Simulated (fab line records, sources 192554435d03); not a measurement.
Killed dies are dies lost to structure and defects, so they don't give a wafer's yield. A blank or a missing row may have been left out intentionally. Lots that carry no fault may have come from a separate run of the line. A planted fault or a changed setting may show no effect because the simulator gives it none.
Lot-split experiment | flow n5_finfet | 7 lots, 21 wafers read, on a route of 1938 steps

== THE SPLIT ITSELF ==
At N5_BEOL_M10_ETCH_41 (etches SiCN in CH3F/O2, target depth 42.6 nm, time 86 s), the setting source_w was moved away from the recipe's 395 W on 10 of the 21 wafers read, by -16.5% to +13.0%. For the rest of the wafers, this setting stayed at what the recipe calls for.

The reading is taken at the split's own step.

== THE READING ==
rf_vpp_V, in V, at N5_BEOL_M10_ETCH_41 (etches SiCN in CH3F/O2, target depth 42.6 nm, time 86 s). Fault-free wafers of this fab line usually give 297.4 V, standard deviation 1.5 V.

wafer  | tool, chamber at the split | source_w as run, W | against the recipe | rf_vpp_V, V | against lot-mates on the recipe
L077.2 | rie_diel-03, 0             | 414.4              | +4.9%              | 293.2       | -4.0
L077.3 | rie_diel-03, 1             | 414.4              | +4.9%              | 292.6       | -4.6
L077.5 | rie_diel-03, 0             | 395                | recipe             | 297.2       | -
L083.1 | rie_diel-03, 3             | 446.3              | +13.0%             | 285.1       | -11.5
L083.4 | rie_diel-03, 1             | 446.3              | +13.0%             | 286.6       | -10.0
L083.5 | rie_diel-03, 0             | 395                | recipe             | 296.6       | -
L085.1 | rie_diel-04, 2             | 395                | recipe             | 295.2       | -
L085.2 | rie_diel-04, 0             | 395                | recipe             | 297.7       | -
L085.4 | rie_diel-04, 3             | 395                | recipe             | 294.6       | -
L086.3 | rie_diel-01, 0             | 332.9              | -15.7%             | 319.6       | +22.8
L086.4 | rie_diel-01, 1             | 395                | recipe             | 296.8       | -
L086.6 | rie_diel-01, 1             | 332.9              | -15.7%             | 315.4       | +18.6
L089.1 | rie_diel-03, 1             | 395                | recipe             | 296.7       | -
L089.5 | rie_diel-03, 3             | 365.1              | -7.6%              | 303.4       | +5.1
L089.6 | rie_diel-03, 2             | 395                | recipe             | 299.9       | -
L095.1 | rie_diel-01, 3             | 329.9              | -16.5%             | 316.8       | no lot-mate on the recipe
L095.2 | rie_diel-01, 1             | 329.9              | -16.5%             | 315.8       | no lot-mate on the recipe
L095.6 | rie_diel-01, 0             | 329.9              | -16.5%             | 319.7       | no lot-mate on the recipe
L094.2 | rie_diel-01, 2             | 395                | recipe             | 296.9       | -
L094.3 | rie_diel-01, 1             | 395                | recipe             | 297.2       | -
L094.4 | rie_diel-01, 0             | 395                | recipe             | 300.2       | -

THE FIT
A straight line over all 21 wafers: rf_vpp_V changes by -1.13 V for each +1% of source_w; r = -0.98; the points scatter about the line by 2.1 V.
The same after taking each lot's own level away (the mean of its wafers on the recipe; 18 wafers): -1.08 V for each +1%; r = -0.97; scatter 2.2 V.
That fit puts the effect of the largest move of source_w on the reading at 18 V.
From 295.83 to 298.30 V: that is the span of the lots' own levels, equal to 1.6 times the standard deviation above.
Consequently the slope shifts little with the lot-to-lot level, the two slopes agreeing.
Check: for one of the wafers moved furthest among these (-15.7%), held out of the fit, the line's prediction against its lot-mates is +15.3 V. Against them it came out at +22.8 V.
Tool readings at the split's step, against how far the setting was moved: rf_vpp_V r = -0.98.

== ADDITIONAL SPLITS CARRIED BY THESE WAFERS ==
Note: prior to the reading, these wafers also went through further splits. Each is held against what the fit with the lots' levels taken away leaves over:
other split on the same wafers | wafers away from the commonest value | r with rf_vpp_V (lot level and that fit taken away)
N5_BEOL_M9_EXPOSE_08 dose_mj   | 9                                    | +0.21
N5_BEOL_M10_COAT_60 spin_rpm   | 5                                    | -0.05
N5_BEOL_M10_COAT_05 spin_rpm   | 2                                    | +0.13

== FILE'S OWN FIT ==
rf_vpp_V changes by -1.05 V for each +1% of source_w, r = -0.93.
